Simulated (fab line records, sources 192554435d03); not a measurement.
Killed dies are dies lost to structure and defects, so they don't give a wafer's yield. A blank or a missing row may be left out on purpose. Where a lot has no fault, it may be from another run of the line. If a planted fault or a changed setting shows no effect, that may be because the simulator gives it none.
Split-lot trial	flow n5_finfet	route with 1938 steps; 7 lots, 39 wafers read

## ON THE SPLIT
At N5_BEOL_M12_ILD_DEP_00 (deposits SiOC from DEMS/O2, target thk 658.92 nm, time 130.7 s), the setting target_thk_a was moved away from the recipe's 6589.2 angstrom on 15 of the 39 wafers read, by -41.9% to +42.3%. All remaining wafers had this setting at the recipe value.

The file shows no step between the split and the reading.

## THE READING
M12_ILD_THK in nanometres, read at N5_BEOL_M12_THK_MEAS_01. A value of 661 nm with a standard deviation of 8.2 nm is what fault-free wafers of this fab line usually give.

wafer	tool, chamber at the split	target_thk_a as run, angstrom	against the recipe	M12_ILD_THK, nm	against lot-mates on the recipe
L074.1	pecvd-03, 1	6589.2	recipe	660	-
L074.5	pecvd-03, 0	6589.2	recipe	659	-
L074.6	pecvd-03, 2	6589.2	recipe	659	-
L076.1	pecvd-03, 1	7995	+21.3%	801	+134
L076.2	pecvd-03, 0	6589.2	recipe	661	-
L076.3	pecvd-03, 2	7995	+21.3%	796	+129
L076.4	pecvd-03, 1	6589.2	recipe	676	-
L076.5	pecvd-03, 0	7995	+21.3%	812	+145
L076.6	pecvd-03, 2	6589.2	recipe	663	-
L079.1	pecvd-02, 1	7641	+16.0%	760	+96
L079.2	pecvd-02, 0	7641	+16.0%	748	+84
L079.3	pecvd-02, 2	6589.2	recipe	652	-
L079.4	pecvd-02, 0	7641	+16.0%	766	+102
L079.5	pecvd-02, 2	6589.2	recipe	670	-
L079.6	pecvd-02, 1	6589.2	recipe	669	-
L081.1	pecvd-02, 0	7961	+20.8%	790	+121
L081.2	pecvd-02, 2	6589.2	recipe	663	-
L081.3	pecvd-02, 0	7961	+20.8%	802	+133
L081.4	pecvd-02, 2	6589.2	recipe	668	-
L081.5	pecvd-02, 2	6589.2	recipe	675	-
L081.6	pecvd-02, 0	7961	+20.8%	804	+135
L089.1	pecvd-04, 1,0	6589.2	recipe	657	-
L089.2	pecvd-04, 0	6589.2	recipe	654	-
L089.3	pecvd-04, 2	6589.2	recipe	646	-
L089.4	pecvd-04, 2	6589.2	recipe	659	-
L089.5	pecvd-04, 1	6589.2	recipe	660	-
L089.6	pecvd-04, 1,0	6589.2	recipe	657	-
L090.1	pecvd-03, 0	9378	+42.3%	928	+263
L090.2	pecvd-03, 1	9378	+42.3%	940	+275
L090.3	pecvd-03, 2	6589.2	recipe	654	-
L090.4	pecvd-03, 2	6589.2	recipe	674	-
L090.5	pecvd-03, 1	9378	+42.3%	948	+283
L090.6	pecvd-03, 0	6589.2	recipe	668	-
L092.1	pecvd-04, 1	6589.2	recipe	650	-
L092.2	pecvd-04, 2	6589.2	recipe	657	-
L092.3	pecvd-04, 0	3829	-41.9%	384	-274
L092.4	pecvd-04, 1	6589.2	recipe	666	-
L092.5	pecvd-04, 2	3829	-41.9%	390	-268
L092.6	pecvd-04, 0	3829	-41.9%	394	-264
When a row names more than one chamber, that row covers several wafers, and the file does not tell which wafer ran in which chamber.

THE FIT
A straight line over all 39 wafers: M12_ILD_THK changes by +6.51 nm for each +1% of target_thk_a; r = +1.00; the points scatter about the line by 7.9 nm.
The same after taking each lot's own level away (the mean of its wafers on the recipe; 39 wafers): +6.39 nm for each +1%; r = +1.00; scatter 6.9 nm.
According to that fit, moving target_thk_a by its largest amount changes the reading by 2.7e+02 nm.
Across the lots, their own levels run from 655.5 to 668.7 nm, a range of 1.6 times the standard deviation given above.
So the lot-to-lot level changes the slope little: the two slopes agree.
Check: +271 nm against its lot-mates is what the line predicts for one of the wafers moved furthest among these (+42.3%) when that wafer is left out of the fit. It came out at +263 nm against them.

## OTHER SPLITS APPLIED TO THESE WAFERS
Other splits were also applied to these wafers ahead of the reading. Each is held against what the fit with the lots' levels taken away leaves over:
other split on the same wafers	wafers away from the commonest value	r with M12_ILD_THK (lot level and that fit taken away)
N5_BEOL_M9_HM_DEP_02 target_thk_a	12	+0.04

## THE WHOLE CHAIN: every reading that the file lists as answering this split, in the file's order
step	what it does	reading	change (the file's fit)	r (the file's)
N5_BEOL_M12_ILD_DEP_00	deposits SiOC from DEMS/O2, target thk 658.92 nm, time 130.7 s	SiOC_of_BEOL_M12_ILD_DEP_00.thk_nm (the simulator's own value, which no gauge read)	+6.39 nm for each +1% of the setting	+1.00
N5_BEOL_M12_THK_MEAS_01		M12_ILD_THK	+6.38 for each +1% of the setting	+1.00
N5_BEOL_M12_VIA_ETCH_16	etches SiOC in C4F8/O2/Ar, target depth 724.8 nm	etch.depth_nm (the simulator's own value, which no gauge read)	+6.39 nm for each +1% of the setting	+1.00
N5_BEOL_M12_VIA_ETCH_16	etches SiOC in C4F8/O2/Ar, target depth 724.8 nm	coat_of_BEOL_M12_COAT_04.thk_nm (the simulator's own value, which no gauge read)	-1.88 nm for each +1% of the setting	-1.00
N5_BEOL_M12_STRIP_63	strips in N2/H2	strip_time_to_endpoint_s	withheld for each +1% of the setting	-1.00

## FILE'S OWN FIT
M12_ILD_THK changes by +6.38 nm for each +1% of target_thk_a, r = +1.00.
